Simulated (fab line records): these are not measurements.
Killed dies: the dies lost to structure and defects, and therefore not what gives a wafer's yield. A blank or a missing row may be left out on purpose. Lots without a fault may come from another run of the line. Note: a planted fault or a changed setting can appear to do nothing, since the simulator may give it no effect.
Which tool did it? | flow n5 finfet | 21 lots with 63 wafers sampled at 5 steps, on a route of 1938 steps

## WHAT EACH GAUGE READ, for each wafer
N5_BEOL_M0_SAQP_OVL_MEAS_15.
lot  | measured     | on         | M0_CORE_OVL (nm)
L074 | day 5 15:14  | overlay-02 | -1.1 0.3 -0.2
L075 | day 5 20:40  | overlay-01 | 0.0 -0.2 -1.3
L076 | day 6 00:29  | overlay-01 | -0.7 -0.9 -0.4
L077 | day 6 07:38  | overlay-02 | -1.2 0.2 -0.2
L078 | day 6 20:47  | overlay-01 | -0.8 -0.3 0.5
L079 | day 6 23:53  | overlay-01 | -0.7 -0.5 -0.4
L080 | day 7 03:19  | overlay-02 | -0.4 -0.4 -0.8
L081 | day 7 06:31  | overlay-02 | 1.1 -0.3 -0.4
L082 | day 7 18:28  | overlay-01 | -0.4 -0.1 -0.6
L084 | day 8 09:46  | overlay-01 | -2.6 -1.8 -1.6
L085 | day 8 10:01  | overlay-01 | -1.9 -1.1 0.2
L086 | day 8 12:54  | overlay-01 | 0.5 0.2 -0.3
L087 | day 9 09:41  | overlay-01 | -0.5 -0.6 -0.7
L089 | day 9 15:03  | overlay-01 | 0.5 -1.1 -0.3
L090 | day 9 17:08  | overlay-02 | -1.2 -0.4 -0.8
L092 | day 10 08:20 | overlay-02 | 0.1 0.2 -1.1
L093 | day 10 17:05 | overlay-01 | -0.9 -0.8 0.2
L094 | day 10 20:58 | overlay-02 | -1.0 -1.0 -1.2
L095 | day 11 00:10 | overlay-01 | -0.6 -0.3 -0.7
L096 | day 11 03:06 | overlay-02 | 0.0 -0.2 -1.5
L097 | day 11 06:07 | overlay-01 | -1.3 -1.9 -1.8

## EACH LOT AND THE TOOL THAT RAN IT (in order: tool; ch and the chambers of the sampled wafers; start)
lot  | N5_MOL_CONTACT_COAG_ETCHBACK_132   | N5_MOL_CONTACT_COAG_ETCHBACK_135   | N5_BEOL_M0_SAQP_HM_DEP_02    | N5_BEOL_M0_SAQP_PECVD_03
L074 | rie diel-05 ch 1,2,3, day 5 07:31  | rie diel-05 ch 1,2,3, day 5 07:38  | pvd sputter-03, day 5 14:31  | pecvd-04 ch 0,1,2, day 5 14:39
L075 | rie diel-01 ch 1,2,3, day 5 12:44  | rie diel-01 ch 1,2,3, day 5 12:51  | pvd sputter-01, day 5 18:56  | pecvd-01 ch 1,2, day 5 19:03
L076 | rie diel-01 ch 0,1,3, day 5 13:40  | rie diel-01 ch 0,1,3, day 5 13:47  | pvd sputter-03, day 5 23:38  | pecvd-04 ch 0,2, day 5 23:45
L077 | rie diel-01 ch 0,2,3, day 5 22:52  | rie diel-01 ch 0,2,3, day 5 22:59  | pvd sputter-03, day 6 06:49  | pecvd-01 ch 0,2, day 6 06:56
L078 | rie diel-05 ch 0,2,3, day 6 10:28  | rie diel-05 ch 0,2,3, day 6 10:35  | pvd sputter-01, day 6 19:57  | pecvd-04 ch 1,2, day 6 20:04
L079 | rie diel-05 ch 0,1,3, day 6 12:41  | rie diel-05 ch 0,1,3, day 6 12:49  | pvd sputter-03, day 6 23:10  | pecvd-04 ch 0,1, day 6 23:17
L080 | rie diel-05 ch 0,2,3, day 6 17:25  | rie diel-05 ch 0,2,3, day 6 17:33  | pvd sputter-02, day 7 02:36  | pecvd-01 ch 0,1,2, day 7 02:43
L081 | rie diel-05 ch 0,2, day 6 23:43    | rie diel-05 ch 0,2, day 6 23:50    | pvd sputter-02, day 7 05:40  | pecvd-04 ch 0,2, day 7 05:48
L082 | rie diel-04 ch 0,3, day 7 10:44    | rie diel-04 ch 0,3, day 7 10:52    | pvd sputter-03, day 7 17:38  | pecvd-03 ch 0,2, day 7 17:45
L084 | rie diel-04 ch 0,2,3, day 7 22:10  | rie diel-04 ch 0,2,3, day 7 22:17  | pvd sputter-01, day 8 08:49  | pecvd-01 ch 0,2, day 8 08:58
L085 | rie diel-04 ch 0,2,3, day 8 01:01  | rie diel-04 ch 0,2,3, day 8 01:08  | pvd sputter-03, day 8 09:09  | pecvd-04 ch 0,2, day 8 09:16
L086 | rie diel-05 ch 1,3, day 8 05:43    | rie diel-05 ch 1,3, day 8 05:50    | pvd sputter-03, day 8 12:10  | pecvd-03 ch 0,1, day 8 12:17
L087 | rie diel-04 ch 1,2,3, day 9 00:51  | rie diel-04 ch 1,2,3, day 9 00:58  | pvd sputter-03, day 9 08:50  | pecvd-01 ch 0,1,2, day 9 08:58
L089 | rie diel-04 ch 0,1,2, day 9 05:50  | rie diel-04 ch 0,1,2, day 9 05:57  | pvd sputter-02, day 9 14:15  | pecvd-04 ch 0,1, day 9 14:22
L090 | rie diel-05 ch 0,3, day 9 06:29    | rie diel-05 ch 0,3, day 9 06:36    | pvd sputter-03, day 9 16:17  | pecvd-01 ch 0,2, day 9 16:24
L092 | rie diel-01 ch 0,1, day 9 23:49    | rie diel-01 ch 0,1, day 10 00:00   | pvd sputter-01, day 10 07:28 | pecvd-01 ch 0,1, day 10 07:35
L093 | rie diel-01 ch 0,2, day 10 09:16   | rie diel-01 ch 0,2, day 10 09:23   | pvd sputter-01, day 10 16:14 | pecvd-03 ch 1,2, day 10 16:22
L094 | rie diel-01 ch 0,2, day 10 10:12   | rie diel-01 ch 0,2, day 10 10:19   | pvd sputter-02, day 10 20:07 | pecvd-04 ch 0,2, day 10 20:14
L095 | rie diel-04 ch 0,2,3, day 10 15:40 | rie diel-04 ch 0,2,3, day 10 15:47 | pvd sputter-01, day 10 23:27 | pecvd-04 ch 0,1,2, day 10 23:35
L096 | rie diel-01 ch 1,2, day 10 16:48   | rie diel-01 ch 1,2, day 10 16:56   | pvd sputter-03, day 11 02:15 | pecvd-01 ch 0,1,2, day 11 02:22
L097 | rie diel-04 ch 0,1,3, day 10 21:42 | rie diel-04 ch 0,1,3, day 10 21:49 | pvd sputter-02, day 11 05:24 | pecvd-04 ch 0,2, day 11 05:31
- N5_MOL_CONTACT_COAG_ETCHBACK_132: etches SiO2 in CHF3, target depth 10 nm, time 6.7 s.
- N5_MOL_CONTACT_COAG_ETCHBACK_135: etches SiO2 in CHF3, target depth 25 nm, time 16.7 s.
- N5_BEOL_M0_SAQP_HM_DEP_02: deposits TiN, target thk 12 nm.
- N5_BEOL_M0_SAQP_PECVD_03: deposits SiCN from 3MS/NH3, target thk 12 nm, time 21.1 s.

## WHAT THE TOOLS THEMSELVES READ (means of the sampled wafers that have a number; where no wafer has one, the mark that the record gives instead)
N5_MOL_CONTACT_COAG_ETCHBACK_132.
lot  | tool        | chamber pressure mTorr (mTorr) | drypump motor current A (A) | oes product au (a.u.) | rf vpp V (V) | showerhead plenum p Torr (Torr) | throttle valve pct (%)
L074 | rie diel-05 | 29.996                         | 6.0                         | 0.72                  | 532          | 2.47                            | 18.68
L075 | rie diel-01 | 30.012                         | 5.9                         | 0.80                  | 539          | 2.45                            | 18.63
L076 | rie diel-01 | 29.989                         | 5.8                         | 0.80                  | 536          | 2.45                            | 18.69
L077 | rie diel-01 | 30.004                         | 5.7                         | 0.77                  | 533          | 2.44                            | 18.73
L078 | rie diel-05 | 30.007                         | 5.9                         | 0.73                  | 531          | 2.47                            | 18.63
L079 | rie diel-05 | 30.021                         | 5.9                         | 0.73                  | 525          | 2.47                            | 18.72
L080 | rie diel-05 | 29.978                         | 5.9                         | 0.74                  | 529          | 2.47                            | 18.63
L081 | rie diel-05 | 29.969                         | 5.6                         | 0.75                  | 533          | 2.47                            | 18.61
L082 | rie diel-04 | 29.982                         | 6.1                         | 0.86                  | 530          | 2.45                            | 18.48
L084 | rie diel-04 | 30.024                         | 5.5                         | 0.88                  | 529          | 2.41                            | 18.61
L085 | rie diel-04 | 29.998                         | 5.5                         | 0.87                  | 528          | 2.41                            | 18.61
L086 | rie diel-05 | 29.993                         | 6.1                         | 0.69                  | 527          | 2.46                            | 18.81
L087 | rie diel-04 | 29.992                         | 5.2                         | 0.84                  | 525          | 2.37                            | 18.68
L089 | rie diel-04 | 30.008                         | 5.8                         | 0.85                  | 522          | 2.44                            | 18.53
L090 | rie diel-05 | 30.002                         | 5.9                         | 0.72                  | 520          | 2.45                            | 18.71
L092 | rie diel-01 | 29.979                         | 5.9                         | 0.72                  | 542          | 2.45                            | 18.61
L093 | rie diel-01 | 29.994                         | 5.6                         | 0.78                  | 531          | 2.43                            | 18.61
L094 | rie diel-01 | 30.022                         | 5.7                         | 0.87                  | 534          | 2.43                            | 18.40
L095 | rie diel-04 | 30.004                         | 5.5                         | 0.84                  | 528          | 2.41                            | 18.64
L096 | rie diel-01 | 30.003                         | 5.9                         | 0.89                  | 541          | 2.44                            | 18.31
L097 | rie diel-04 | 30.002                         | 5.8                         | 0.80                  | 525          | 2.39                            | 18.59

N5_MOL_CONTACT_COAG_ETCHBACK_135.
lot  | tool        | chamber pressure mTorr (mTorr) | drypump motor current A (A) | oes product au (a.u.) | rf vpp V (V) | showerhead plenum p Torr (Torr) | throttle valve pct (%)
L074 | rie diel-05 | 29.986                         | 6.0                         | 0.73                  | 532          | 2.47                            | 18.66
L075 | rie diel-01 | 30.000                         | 5.8                         | 0.80                  | 539          | 2.45                            | 18.64
L076 | rie diel-01 | 29.968                         | 5.8                         | 0.79                  | 535          | 2.45                            | 18.71
L077 | rie diel-01 | 29.977                         | 5.7                         | 0.76                  | 532          | 2.44                            | 18.74
L078 | rie diel-05 | 30.022                         | 5.9                         | 0.75                  | 529          | 2.47                            | 18.62
L079 | rie diel-05 | 30.029                         | 5.9                         | 0.73                  | 526          | 2.47                            | 18.73
L080 | rie diel-05 | 30.012                         | 5.9                         | 0.73                  | 530          | 2.47                            | 18.64
L081 | rie diel-05 | 30.028                         | 5.7                         | 0.75                  | 532          | 2.47                            | 18.61
L082 | rie diel-04 | 29.982                         | 6.1                         | 0.86                  | 530          | 2.45                            | 18.49
L084 | rie diel-04 | 30.004                         | 5.5                         | 0.88                  | 529          | 2.41                            | 18.61
L085 | rie diel-04 | 29.977                         | 5.5                         | 0.88                  | 529          | 2.41                            | 18.61
L086 | rie diel-05 | 29.981                         | 6.1                         | 0.69                  | 527          | 2.46                            | 18.82
L087 | rie diel-04 | 30.017                         | 5.2                         | 0.84                  | 525          | 2.37                            | 18.70
L089 | rie diel-04 | 30.008                         | 5.8                         | 0.84                  | 522          | 2.44                            | 18.54
L090 | rie diel-05 | 30.003                         | 5.9                         | 0.72                  | 521          | 2.45                            | 18.72
L092 | rie diel-01 | 30.001                         | 5.9                         | 0.72                  | 542          | 2.45                            | 18.62
L093 | rie diel-01 | 30.051                         | 5.6                         | 0.77                  | 531          | 2.43                            | 18.61
L094 | rie diel-01 | 30.011                         | 5.7                         | 0.88                  | 534          | 2.43                            | 18.41
L095 | rie diel-04 | 30.017                         | 5.5                         | 0.85                  | 529          | 2.41                            | 18.65
L096 | rie diel-01 | 30.015                         | 5.9                         | 0.89                  | 541          | 2.44                            | 18.31
L097 | rie diel-04 | 30.028                         | 5.8                         | 0.80                  | 526          | 2.39                            | 18.60

N5_BEOL_M0_SAQP_HM_DEP_02.
lot  | tool           | substrate temp c (C) | susceptor temp C (C) | throttle valve pct (%)
L074 | pvd sputter-03 | 24.97                | 25.09                | 30.2
L075 | pvd sputter-01 | 24.93                | 24.92                | 30.6
L076 | pvd sputter-03 | 24.93                | 24.96                | 28.8
L077 | pvd sputter-03 | 24.99                | 24.98                | 29.0
L078 | pvd sputter-01 | 24.98                | 24.96                | 29.6
L079 | pvd sputter-03 | 25.00                | 25.10                | 29.4
L080 | pvd sputter-02 | 25.06                | 24.99                | 31.3
L081 | pvd sputter-02 | 24.95                | 25.13                | 30.6
L082 | pvd sputter-03 | 24.98                | 24.87                | 29.0
L084 | pvd sputter-01 | 24.98                | 25.03                | 29.8
L085 | pvd sputter-03 | 25.00                | 25.01                | 29.6
L086 | pvd sputter-03 | 25.07                | 25.04                | 29.8
L087 | pvd sputter-03 | 24.91                | 25.09                | 29.7
L089 | pvd sputter-02 | 24.95                | 25.06                | 30.8
L090 | pvd sputter-03 | 25.08                | 25.03                | 30.4
L092 | pvd sputter-01 | 24.93                | 24.91                | 29.6
L093 | pvd sputter-01 | 24.96                | 25.02                | 29.7
L094 | pvd sputter-02 | 25.03                | 24.95                | 30.6
L095 | pvd sputter-01 | 25.04                | 25.00                | 28.8
L096 | pvd sputter-03 | 24.94                | 25.02                | 29.1
L097 | pvd sputter-02 | 24.90                | 25.10                | 30.6

N5_BEOL_M0_SAQP_PECVD_03.
lot  | tool     | chamber pressure Torr (Torr) | showerhead plenum p Torr (Torr) | throttle valve pct (%)
L074 | pecvd-04 | 2.997                        | 3.672                           | 9.0
L075 | pecvd-01 | 3.004                        | 3.649                           | 9.0
L076 | pecvd-04 | 3.000                        | 3.669                           | 9.2
L077 | pecvd-01 | 3.001                        | 3.648                           | 8.8
L078 | pecvd-04 | 3.002                        | 3.685                           | 9.0
L079 | pecvd-04 | 3.004                        | 3.666                           | 8.9
L080 | pecvd-01 | 2.993                        | 3.655                           | 9.1
L081 | pecvd-04 | 2.996                        | 3.668                           | 9.2
L082 | pecvd-03 | 2.999                        | 3.672                           | 9.4
L084 | pecvd-01 | 2.995                        | 3.651                           | 8.9
L085 | pecvd-04 | 3.000                        | 3.670                           | 9.1
L086 | pecvd-03 | 2.997                        | 3.668                           | 9.4
L087 | pecvd-01 | 3.001                        | 3.654                           | 9.0
L089 | pecvd-04 | 2.994                        | 3.669                           | 8.9
L090 | pecvd-01 | 3.002                        | 3.655                           | 9.4
L092 | pecvd-01 | 3.002                        | 3.655                           | 9.5
L093 | pecvd-03 | 3.004                        | 3.673                           | 8.3
L094 | pecvd-04 | 3.001                        | 3.678                           | 8.8
L095 | pecvd-04 | 2.999                        | 3.675                           | 8.8
L096 | pecvd-01 | 3.003                        | 3.653                           | 9.1
L097 | pecvd-04 | 3.004                        | 3.675                           | 8.9

## THE ANSWER, worked out from the rows above alone
Rule: what is usual is taken from the lots themselves. The widest of any qualifying gaps counts: lots, ordered by their means at a reading, are off when they make up no more than a third of the lots, leave a main group of 4 or more, and stand apart from it by 3 or more times the standard deviation of that group's means. Not used: any main group whose means are identical at the precision the tables above print for the reading. A lot without any number at a reading at which 4 lots or more have one is off too. Where the step has rows for the other lots, those lots are counted as sound. After the gauges, taken in route order, come the tools' own readings; for these a lot's mean is taken, as printed above. At the first step where some lot is off, the reading lying furthest off is the one used; lots without a number count as furthest.
No lot is off on any of the readings shown, so nothing can be concluded from this.

## WHAT THE SIMULATOR HAD PUT IN
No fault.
